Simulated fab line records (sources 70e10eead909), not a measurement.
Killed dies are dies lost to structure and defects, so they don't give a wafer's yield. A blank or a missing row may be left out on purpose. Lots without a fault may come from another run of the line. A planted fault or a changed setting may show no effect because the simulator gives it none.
fab line records	flow nand-harc	part 1 of 2: steps 1 to 25 of 33
[record] lots = 5	wafers = 15	last-day = 24
route steps=1159 shown HYBRID_BOND@1097 THIN_TSV@1101
lots that met no fault: from a run of the same line without faults
start-h: the number of hours between the record's first day and the start of the first shown wafer of the lot	wait-h: time in hours since the lot's previous step	" as in the row above	L1.1+2: a row that stands for several wafers	- either no value or no given start	* or withheld: withheld	< > ~ a bound
route shown NAME@n: names a module that has steps shown in the file, with the first one's number in the route	usual: average and standard deviation across the fault-free wafers	same: alike in all rows	chamber/n: place in a boat	sites: per-site readings	_std_site: standard deviation of those values	_edge_site: inner sites' mean taken away from outer sites' mean	radius-mm: for every site, how far away it sits from the centre of the wafer	mask NAME#n: copy n	behind: the last tool/chamber to shape the wafer	hold: why the lot was held/for how many hours/how that ended	device: names the non-switching transistor (n, p or np)	end of line: tests run on the same wafers once the route is complete	step lacking rows: just its recipe	killed: the dies lost at the first sort to structure and to defects; this is not the yield of the wafer	map: shows each die of a wafer: x if killed, . if not, _ if none is there
set.NAME: the setting that was run; set.NAME@STEP: the one run at that earlier step	model.NAME: the simulator's own value behind a step, which no gauge read
certain route steps with their lots: each step a table, each wafer a row
services: from which hour (start-h, from the record's first day; less than 0 if before it) a tool's chamber was out of use, for how many hours, and why
[[steps]]
[step NHARC_HYBRID_BOND_BOND_03]
[recipe] temp-c = 25
lot.wafer	tool	chamber	start-h	wait-h
L076.2+3+5	wafer-bonder-01	0	424.60	-
L079.3+4+5	wafer-bonder-01	0	441.85	-
L086.4+5+6	wafer-bonder-01	0	511.50	-
L095.1+3+5	wafer-bonder-01	0	526.91	-
L096.1+4+6	wafer-bonder-01	0	546.14	-
[step NHARC_HYBRID_BOND_ANNEAL_04]
[recipe] temp-c = 300	time-s = 7200	ramp-up-c-per-min = 5	ramp-down-c-per-min = 3	idle-temp-c = 100	pressure-atm = 1
lot.wafer	tool	chamber	start-h	wait-h
L076.2+3+5	furnace-07	0	430.45	5.7
L079.3+4+5	furnace-02	0	446.04	4.0
L086.4+5+6	furnace-08	0	518.08	6.4
L095.1+3+5	furnace-08	0	532.19	5.1
L096.1+4+6	furnace-08	0	549.85	3.6
[step NHARC_HYBRID_BOND_OVL_MEAS_05]
[usual] overlay-x-nm = 1/31	overlay-y-nm = 3/31
lot.wafer	tool	chamber	start-h	wait-h	overlay-x-nm	overlay-y-nm
L076.2	overlay-02	-	435.11	0.4	-20	41
L076.3	"	-	"	"	-39	72
L076.5	"	-	"	"	-6	20
L079.3	overlay-02	-	450.86	0.4	-55	73
L079.4	"	-	"	"	15	15
L079.5	"	-	"	"	-28	11
L086.4	overlay-01	-	522.72	0.4	10	22
L086.5	"	-	"	"	2	15
L086.6	"	-	"	"	-10	-46
L095.1	overlay-02	-	536.92	0.4	-76	-74
L095.3	"	-	"	"	-12	-11
L095.5	"	-	"	"	11	-36
L096.1	overlay-01	-	554.58	0.4	-30	-10
L096.4	"	-	"	"	-13	-20
L096.6	"	-	"	"	25	-5
[step NHARC_HYBRID_BOND_INSPECT_06]
[recipe] inspect-instrument = ir-void
[usual] raw-defect-count = 32/15
lot.wafer	tool	chamber	start-h	wait-h	raw-defect-count
L076.2	defect-inspect-02	-	435.18	0.1	43
L076.3	"	-	"	"	24
L076.5	"	-	"	"	20
L079.3	defect-inspect-02	-	450.92	0.1	36
L079.4	"	-	"	"	35
L079.5	"	-	"	"	43
L086.4	defect-inspect-01	-	522.78	0.1	25
L086.5	"	-	"	"	16
L086.6	"	-	"	"	18
L095.1	defect-inspect-01	-	536.97	0.0	42
L095.3	"	-	"	"	38
L095.5	"	-	"	"	39
L096.1	defect-inspect-01	-	554.63	0.0	49
L096.4	"	-	"	"	51
L096.6	"	-	"	"	44
[step NHARC_THIN_TSV_GRIND_00]
[recipe] target-thk-um = 6
[usual] motor-current-A = 11.999/0.021
lot.wafer	tool	chamber	start-h	wait-h	motor-current-A
L076.2	grinder-01	0	436.05	0.9	12.002
L076.3	"	0	"	"	12.021
L076.5	"	0	"	"	11.985
L079.3	grinder-01	0	451.45	0.5	12.035
L079.4	"	0	"	"	12.018
L079.5	"	0	"	"	12.029
L086.4	grinder-01	0	524.73	1.9	11.985
L086.5	"	0	"	"	12.023
L086.6	"	0	"	"	12.010
L095.1	grinder-01	0	538.33	1.4	11.989
L095.3	"	0	"	"	11.980
L095.5	"	0	"	"	11.979
L096.1	grinder-01	0	555.98	1.4	12.000
L096.4	"	0	"	"	12.033
L096.6	"	0	"	"	12.003
[step NHARC_THIN_TSV_CMP_01]
[recipe] target-thk-um = 3
[usual] motor-current-A = 12.1/1.2	pad-life-wafers = 326/150
lot.wafer	tool	chamber	start-h	wait-h	motor-current-A	pad-life-wafers
L076.2	cmp-01	3	437.10	0.8	11.6	409
L076.3	"	1	"	"	13.9	411
L076.5	"	3	"	"	11.0	-
L079.3	cmp-04	0	452.26	0.6	11.5	360
L079.4	"	2	"	"	11.5	362
L079.5	"	0	"	"	11.5	-
L086.4	cmp-04	1	525.38	0.5	10.8	151
L086.5	"	0	"	"	10.9	-
L086.6	"	1	"	"	10.7	-
L095.1	cmp-01	1	539.55	1.0	13.8	397
L095.3	"	3	"	"	11.2	399
L095.5	"	1	"	"	13.1	-
L096.4	cmp-04	1	557.21	0.4	10.7	360
L096.1	"	2	"	"	11.2	361
L096.6	"	1	"	"	11.1	-
[step NHARC_THIN_TSV_THK_MEAS_02]
[recipe] thk-meas-gauge = ir
[usual] thk-nm = 2997/270
lot.wafer	tool	chamber	start-h	wait-h	thk-nm
L076.2	film-metro-02	-	437.33	-	3438
L076.3	"	-	"	"	3338
L076.5	"	-	"	"	3510
L079.3	film-metro-02	-	452.53	-	3386
L079.4	"	-	"	"	2975
L079.5	"	-	"	"	3142
L086.4	film-metro-01	-	525.63	-	3117
L086.5	"	-	"	"	2913
L086.6	"	-	"	"	2589
L095.1	film-metro-02	-	539.79	-	3204
L095.3	"	-	"	"	3340
L095.5	"	-	"	"	2981
L096.1	film-metro-02	-	557.48	0.2	2733
L096.4	"	-	"	"	2832
L096.6	"	-	"	"	2692
[step NHARC_THIN_TSV_SRD_03]
lot.wafer	tool	chamber	start-h	wait-h
L076.3+5+2	wet-bench-10	2,3,5	437.37	0.0
L079.4+3+5	wet-bench-10	3,4,7	452.57	0.0
L086.6+5+4	wet-bench-10	2,5,6	525.67	0.0
L095.1+5+3	wet-bench-10	4,6,1	539.83	0.0
L096.1+6+4	wet-bench-08	4,6,1	557.52	0.0
[step NHARC_THIN_TSV_PRECLEAN_41]
[recipe] time-s = *	temp-c = 50	bath-age-min = 0	chemistry = SC1
[usual] bath-guard-temp-C = 50.1/0.61	bath-heat-duty-pct = 7.1/0.87	nh4oh-flow-mL-min = 28.30/0.096
lot.wafer	tool	chamber	start-h	wait-h	bath-guard-temp-C	bath-heat-duty-pct	nh4oh-flow-mL-min
L076.3	wet-bench-10	2	437.40	0.0	50.1	7.1	28.35
L076.5	"	3	"	"	51.1	6.5	28.38
L076.2	"	5	"	"	49.6	7.2	28.13
L079.4	wet-bench-10	3	452.59	0.0	51.1	6.2	28.40
L079.3	"	4	"	"	51.1	8.1	28.36
L079.5	"	7	"	"	49.6	6.4	28.24
L086.6	wet-bench-10	2	525.69	0.0	49.8	6.8	28.20
L086.5	"	5	"	"	49.5	5.8	28.32
L086.4	"	6	"	"	49.1	8.5	28.50
L095.1	wet-bench-10	4	539.85	0.0	50.6	8.9	28.06
L095.5	"	6	"	"	49.4	7.6	28.42
L095.3	"	1	"	"	49.6	6.4	28.59
L096.1	wet-bench-08	4	557.54	0.0	51.4	5.7	28.28
L096.6	"	6	"	"	50.3	6.3	28.28
L096.4	"	1	"	"	50.2	7.2	28.16
[step NHARC_THIN_TSV_SRD_42]
lot.wafer	tool	chamber	start-h	wait-h
L076.3+5+2	wet-bench-10	2,3,5	-	-
L079.4+3+5	wet-bench-10	3,4,7	-	-
L086.6+5+4	wet-bench-10	2,5,6	-	-
L095.1+5+3	wet-bench-10	4,6,1	-	-
L096.1+6+4	wet-bench-08	4,6,1	-	-
[step NHARC_THIN_TSV_DEP_43]
[recipe] target-thk-a = 13285	temp-c = withheld	pressure-torr = 6.5	rf-w = 900	teos-flow-sccm = 161.4	flow-sccm = 2650	target-thk-nm = 1328.5	gas = O2	material = SiO2
[usual] mfc-precursor-sccm = 161.4/0.49	rf-fwd-power-W = 898.1/2.6	throttle-valve-pct = 16.0/0.43
lot.wafer	tool	chamber	start-h	wait-h	mfc-precursor-sccm	rf-fwd-power-W	throttle-valve-pct
L076.3	pecvd-03	2	437.60	-	161.6	897.9	15.4
L076.2	"	0	"	"	160.3	896.7	15.9
L076.5	"	0	"	"	160.8	895.2	15.8
L079.3	pecvd-01	0	452.84	-	161.0	896.1	16.5
L079.4	"	1	"	"	161.7	897.4	16.4
L079.5	"	0	"	"	161.3	896.9	16.3
L086.4	pecvd-03	2	526.09	-	161.7	897.8	15.6
L086.6	"	0	"	"	161.5	895.5	15.8
L086.5	"	1	"	"	162.0	896.9	15.8
L095.1	pecvd-03	0	540.05	-	161.2	896.7	15.9
L095.3	"	1	"	"	161.3	900.9	15.8
L095.5	"	1	"	"	161.2	898.8	16.0
L096.1	pecvd-01	2	557.70	-	161.5	898.6	16.0
L096.4	"	2	"	"	162.4	897.6	15.8
L096.6	"	0	"	"	161.9	894.8	16.7
[step NHARC_THIN_TSV_DEHYDRATE_04]
[recipe] temp-c = 150	time-s = 120
[usual] chill-plate-temp-C = 23.01/0.11
lot.wafer	tool	chamber	start-h	wait-h	chill-plate-temp-C
L076.2	litho-track-02	0	437.96	-	22.89
L076.3	"	0	"	"	22.68
L076.5	"	0	"	"	22.92
L079.3	litho-track-02	0	453.16	-	22.99
L079.4	"	0	"	"	22.90
L079.5	"	0	"	"	23.01
L086.4	litho-track-05	0	526.36	-	23.09
L086.5	"	0	"	"	23.12
L086.6	"	0	"	"	23.00
L095.1	litho-track-02	0	540.41	-	23.15
L095.3	"	0	"	"	23.04
L095.5	"	0	"	"	23.02
L096.1	litho-track-03	0	558.10	-	22.84
L096.4	"	0	"	"	22.82
L096.6	"	0	"	"	22.71
[step NHARC_THIN_TSV_HMDS_05]
[recipe] time-s = 30
[usual] chill-plate-temp-C = 23.02/0.11
lot.wafer	tool	chamber	start-h	wait-h	chill-plate-temp-C
L076.2	litho-track-02	0	-	-	22.97
L076.3	"	0	"	"	22.80
L076.5	"	0	"	"	22.98
L079.3	litho-track-02	0	-	-	23.27
L079.4	"	0	"	"	23.08
L079.5	"	0	"	"	23.05
L086.4	litho-track-05	0	-	-	23.05
L086.5	"	0	"	"	23.03
L086.6	"	0	"	"	23.05
L095.1	litho-track-02	0	-	-	23.00
L095.3	"	0	"	"	22.93
L095.5	"	0	"	"	22.93
L096.1	litho-track-03	0	-	-	23.04
L096.4	"	0	"	"	22.89
L096.6	"	0	"	"	22.89
[step NHARC_THIN_TSV_COAT_06]
[recipe] spin-rpm = *
[usual] chill-plate-temp-C = 22.99/0.11
lot.wafer	tool	chamber	start-h	wait-h	chill-plate-temp-C
L076.2	litho-track-02	0	-	-	22.82
L076.3	"	0	"	"	22.92
L076.5	"	0	"	"	22.74
L079.3	litho-track-02	0	-	-	22.86
L079.4	"	0	"	"	22.84
L079.5	"	0	"	"	22.87
L086.4	litho-track-05	0	-	-	23.05
L086.5	"	0	"	"	22.87
L086.6	"	0	"	"	23.07
L095.1	litho-track-02	0	-	-	23.02
L095.3	"	0	"	"	23.06
L095.5	"	0	"	"	23.08
L096.1	litho-track-03	0	-	-	22.93
L096.4	"	0	"	"	23.04
L096.6	"	0	"	"	22.94
[step NHARC_THIN_TSV_SOFTBAKE_07]
[recipe] temp-c = 122	time-s = 95
[usual] chill-plate-temp-C = 23.01/0.098
lot.wafer	tool	chamber	start-h	wait-h	chill-plate-temp-C
L076.2	litho-track-02	0	-	-	23.14
L076.3	"	0	"	"	23.02
L076.5	"	0	"	"	22.93
L079.3	litho-track-02	0	-	-	23.12
L079.4	"	0	"	"	22.94
L079.5	"	0	"	"	22.95
L086.4	litho-track-05	0	-	-	23.07
L086.5	"	0	"	"	22.96
L086.6	"	0	"	"	22.92
L095.1	litho-track-02	0	-	-	23.10
L095.3	"	0	"	"	23.09
L095.5	"	0	"	"	23.01
L096.1	litho-track-03	0	-	-	22.85
L096.4	"	0	"	"	22.97
L096.6	"	0	"	"	22.88
[step NHARC_THIN_TSV_EBR_08]
[usual] chill-plate-temp-C = 23.01/0.11
lot.wafer	tool	chamber	start-h	wait-h	chill-plate-temp-C
L076.2	litho-track-02	0	-	-	22.76
L076.3	"	0	"	"	23.00
L076.5	"	0	"	"	23.08
L079.3	litho-track-02	0	-	-	22.93
L079.4	"	0	"	"	23.05
L079.5	"	0	"	"	23.06
L086.4	litho-track-05	0	-	-	22.93
L086.5	"	0	"	"	22.79
L086.6	"	0	"	"	22.99
L095.1	litho-track-02	0	-	-	23.02
L095.3	"	0	"	"	23.18
L095.5	"	0	"	"	23.15
L096.1	litho-track-03	0	-	-	23.09
L096.4	"	0	"	"	23.09
L096.6	"	0	"	"	23.12
[step NHARC_THIN_TSV_EXPOSE_09]
[recipe] na = 0.55	dose-mj = 30.7	mask-id = TSV
[usual] stage-vel-mm-s = 500.02/0.25
lot.wafer	tool	chamber	start-h	wait-h	mask	stage-vel-mm-s
L076.2	krf-scanner-02	0	438.23	-	TSV#0	500.28
L076.3	"	0	"	"	TSV#0	500.06
L076.5	"	0	"	"	TSV#0	500.42
L079.3	krf-scanner-03	0	453.44	-	TSV#0	499.74
L079.4	"	0	"	"	TSV#0	499.73
L079.5	"	0	"	"	TSV#0	499.89
L086.4	krf-scanner-02	0	526.64	-	TSV#0	499.58
L086.5	"	0	"	"	TSV#0	499.53
L086.6	"	0	"	"	TSV#0	499.98
L095.1	krf-scanner-02	0	540.68	-	TSV#0	499.89
L095.3	"	0	"	"	TSV#0	499.90
L095.5	"	0	"	"	TSV#0	499.42
L096.1	krf-scanner-02	0	558.37	-	TSV#0	500.02
L096.4	"	0	"	"	TSV#0	500.11
L096.6	"	0	"	"	TSV#0	499.69
[step NHARC_THIN_TSV_PEB_10]
[recipe] peb-temp-c = 118	peb-time-s = 85
[usual] chill-plate-temp-C = 23.01/0.11
lot.wafer	tool	chamber	start-h	wait-h	chill-plate-temp-C
L076.2	litho-track-03	0	438.30	0.1	23.10
L076.3	"	0	"	"	23.16
L076.5	"	0	"	"	23.22
L079.3	litho-track-05	0	453.49	0.1	22.96
L079.4	"	0	"	"	22.95
L079.5	"	0	"	"	23.05
L086.4	litho-track-05	0	526.70	0.0	23.19
L086.5	"	0	"	"	23.10
L086.6	"	0	"	"	23.22
L095.1	litho-track-05	0	540.74	0.1	23.02
L095.3	"	0	"	"	23.06
L095.5	"	0	"	"	23.04
L096.1	litho-track-05	0	558.45	0.1	22.99
L096.4	"	0	"	"	22.89
L096.6	"	0	"	"	22.85
[step NHARC_THIN_TSV_DEVELOP_11]
[recipe] time-s = 70
[usual] chill-plate-temp-C = 23.00/0.11
lot.wafer	tool	chamber	start-h	wait-h	chill-plate-temp-C
L076.2	litho-track-03	0	-	-	23.02
L076.3	"	0	"	"	22.76
L076.5	"	0	"	"	22.99
L079.3	litho-track-05	0	-	-	23.15
L079.4	"	0	"	"	22.99
L079.5	"	0	"	"	23.14
L086.4	litho-track-05	0	-	-	23.00
L086.5	"	0	"	"	23.06
L086.6	"	0	"	"	22.90
L095.1	litho-track-05	0	-	-	23.09
L095.3	"	0	"	"	23.08
L095.5	"	0	"	"	22.94
L096.1	litho-track-05	0	-	-	22.89
L096.4	"	0	"	"	23.01
L096.6	"	0	"	"	22.98
[step NHARC_THIN_TSV_CD_MEAS_12]
[recipe] target-cd-nm = 1000	landing-energy-ev = 500
[usual] cd-nm = 999.4/1.4
lot.wafer	tool	chamber	start-h	wait-h	cd-nm
L076.2	cd-sem-01	0	438.39	-	997.8
L076.3	"	0	"	"	998.5
L076.5	"	0	"	"	1000.0
L079.3	cd-sem-02	0	453.59	-	1000.3
L079.4	"	0	"	"	998.2
L079.5	"	0	"	"	1001.0
L086.4	cd-sem-02	0	526.79	-	1000.9
L086.5	"	0	"	"	1000.1
L086.6	"	0	"	"	999.3
L095.1	cd-sem-03	0	540.84	-	998.0
L095.3	"	0	"	"	998.7
L095.5	"	0	"	"	999.8
L096.1	cd-sem-03	0	558.54	-	999.0
L096.4	"	0	"	"	998.9
L096.6	"	0	"	"	997.9
[step NHARC_THIN_TSV_HARDBAKE_13]
[recipe] temp-c = 125	time-s = 80
[usual] chill-plate-temp-C = 23.02/0.11
lot.wafer	tool	chamber	start-h	wait-h	chill-plate-temp-C
L076.2	litho-track-02	0	438.47	-	22.99
L076.3	"	0	"	"	22.94
L076.5	"	0	"	"	22.95
L079.3	litho-track-03	0	453.67	-	23.11
L079.4	"	0	"	"	23.21
L079.5	"	0	"	"	23.21
L086.4	litho-track-03	0	526.87	-	23.00
L086.5	"	0	"	"	22.99
L086.6	"	0	"	"	23.01
L095.1	litho-track-02	0	540.91	-	22.99
L095.3	"	0	"	"	22.95
L095.5	"	0	"	"	23.03
L096.1	litho-track-02	0	558.62	-	22.89
L096.4	"	0	"	"	22.99
L096.6	"	0	"	"	22.98
[step NHARC_THIN_TSV_DESCUM_14]
[recipe] time-s = 3	o2-flow-sccm = 200	ar-flow-sccm = 0	bias-power-w = 0	chemistry = O2
[usual] chamber-pressure-mTorr = 59.99/0.12	drypump-motor-current-A = 5.6/0.41	oes-product-au = 1.001/0.0077	rf-vpp-V = 57.7/0.81	showerhead-plenum-p-Torr = 1.89/0.071	throttle-valve-pct = 11.311/0.0093
lot.wafer	tool	chamber	start-h	wait-h	chamber-pressure-mTorr	drypump-motor-current-A	oes-product-au	rf-hours-counter-h	rf-vpp-V	showerhead-plenum-p-Torr	throttle-valve-pct
L076.3	rie-diel-10	1	438.59	-	60.00	5.6	1.001	6	58.4	1.83	11.305
L076.2	"	2	"	"	59.84	6.3	0.993	4	57.6	1.98	11.316
L076.5	"	1	"	"	60.03	5.6	1.012	-	57.2	1.83	11.310
L079.4	rie-diel-10	0	453.75	-	59.87	5.0	1.000	6	57.6	2.01	11.310
L079.3	"	1	"	"	59.97	5.6	1.000	7	57.0	1.83	11.316
L079.5	"	3	"	"	59.96	4.9	1.002	-	58.5	1.91	11.316
L086.4	rie-diel-08	0	526.97	-	59.88	5.7	0.990	2	59.5	1.94	11.331
L086.6	"	1	"	"	59.97	5.3	0.993	-	56.7	1.81	11.322
L086.5	"	2	"	"	60.04	6.0	0.994	-	59.0	1.93	11.310
L095.3	rie-diel-08	0	541.00	-	59.84	5.6	1.001	3	58.6	1.94	11.316
L095.1	"	2	"	"	60.04	6.0	0.994	3	57.8	1.93	11.328
L095.5	"	0	"	"	60.00	5.6	0.984	-	57.8	1.94	11.313
L096.1	rie-diel-02	2	558.70	-	60.07	5.3	1.008	5	58.1	1.77	11.321
L096.4	"	0	"	"	60.00	5.2	0.996	5	57.8	1.83	11.303
L096.6	"	2	"	"	60.02	5.3	1.005	-	57.3	1.77	11.314
[step NHARC_THIN_TSV_ETCH_44]
[recipe] target-depth-a = 15942	time-s = 797.1	cf4-flow-sccm = 150	o2-flow-sccm = 10	ar-flow-sccm = 0	rf-w = 300	bias-w = 800	chemistry = CF4/O2
[usual] cf4-flow-sccm = 150.0/0.44	chamber-pressure-mTorr = 30.000/0.028	drypump-motor-current-A = 5.5/0.42	oes-product-au = 1.000/0.0079	rf-fwd-power-W = 299.7/0.86	rf-vpp-V = 793/4	showerhead-plenum-p-Torr = 1.81/0.062	throttle-valve-pct = 16.914/0.0086
lot.wafer	tool	chamber	start-h	wait-h	cf4-flow-sccm	chamber-pressure-mTorr	drypump-motor-current-A	oes-product-au	rf-fwd-power-W	rf-hours-counter-h	rf-vpp-V	showerhead-plenum-p-Torr	throttle-valve-pct
L076.3	rie-diel-10	0	438.79	0.2	149.6	29.914	5.0	1.000	301.4	6	800	1.92	16.918
L076.2	"	1	"	"	149.1	30.006	5.6	0.986	299.8	6	790	1.76	16.902
L076.5	"	2	"	"	149.2	30.015	6.4	1.005	298.8	-	798	1.89	16.915
L079.4	rie-diel-10	2	453.89	0.1	150.1	29.990	6.4	1.002	300.1	5	798	1.89	16.910
L079.3	"	0	"	"	150.4	30.015	5.0	0.997	298.6	6	798	1.92	16.922
L079.5	"	1	"	"	149.6	30.017	5.6	0.991	299.3	-	790	1.76	16.913
L086.4	rie-diel-08	1	527.08	0.1	149.9	30.012	5.3	0.991	300.7	2	787	1.74	16.922
L086.5	"	0	"	"	150.1	29.993	5.6	0.997	300.7	-	797	1.86	16.924
L086.6	"	1	"	"	150.0	29.961	5.3	0.988	300.8	-	789	1.74	16.924
L095.1	rie-diel-08	0	541.08	0.1	149.9	29.993	5.7	0.997	299.9	3	796	1.86	16.913
L095.3	"	1	"	"	149.8	29.973	5.4	0.996	299.1	4	787	1.74	16.910
L095.5	"	1	"	"	150.3	30.018	5.3	0.994	300.8	-	788	1.74	16.891
L096.4	rie-diel-02	0	558.84	0.1	149.7	29.998	5.2	1.002	299.9	6	789	1.76	16.911
L096.1	"	1	"	"	150.0	29.998	5.8	1.008	300.8	7	790	1.79	16.896
L096.6	"	3	"	"	150.0	30.032	5.9	1.008	297.9	-	791	1.77	16.908
[step NHARC_THIN_TSV_ETCH_15]
[recipe] target-depth-a = 30000	bosch-target-overetch-cycles = 2	bosch-etch-step-s = 2.8	bosch-dep-step-s = 1.2	bosch-cycles = 14
[usual] drypump-motor-current-A = 5.7/0.57
lot.wafer	tool	chamber	start-h	wait-h	drypump-motor-current-A	rf-hours-counter-h
L076.3	rie-si-02	3	439.25	-	5.1	0.6
L076.2	"	2	"	"	6.7	0.6
L076.5	"	0	"	"	5.0	-
L079.3	rie-si-06	2	454.40	-	5.2	0.1
L079.4	"	1	"	"	6.6	0.3
L079.5	"	2	"	"	5.2	-
L086.4	rie-si-06	3	527.63	-	5.3	0.9
L086.5	"	0	"	"	5.9	-
L086.6	"	1	"	"	6.6	-
L095.3	rie-si-06	1	541.65	-	6.6	1.0
L095.1	"	3	"	"	5.3	1.0
L095.5	"	2	"	"	5.2	-
L096.4	rie-si-06	2	559.40	-	5.2	1.0
L096.1	"	3	"	"	5.3	1.2
L096.6	"	1	"	"	6.6	-
[step NHARC_THIN_TSV_CD_MEAS_16]
[usual] cd-nm = 999.2/1.4
lot.wafer	tool	chamber	start-h	wait-h	cd-nm
L076.2	cd-sem-01	-	439.40	0.1	997.7
L076.3	"	-	"	"	999.0
L076.5	"	-	"	"	999.3
L079.3	cd-sem-01	-	454.55	0.1	1001.1
L079.4	"	-	"	"	997.5
L079.5	"	-	"	"	1000.4
L086.4	cd-sem-01	-	527.75	0.1	1000.2
L086.5	"	-	"	"	1000.3
L086.6	"	-	"	"	999.1
L095.1	cd-sem-01	-	541.79	0.1	997.9
L095.3	"	-	"	"	998.2
L095.5	"	-	"	"	999.3
L096.1	cd-sem-01	-	559.52	0.1	998.1
L096.4	"	-	"	"	998.3
L096.6	"	-	"	"	998.1
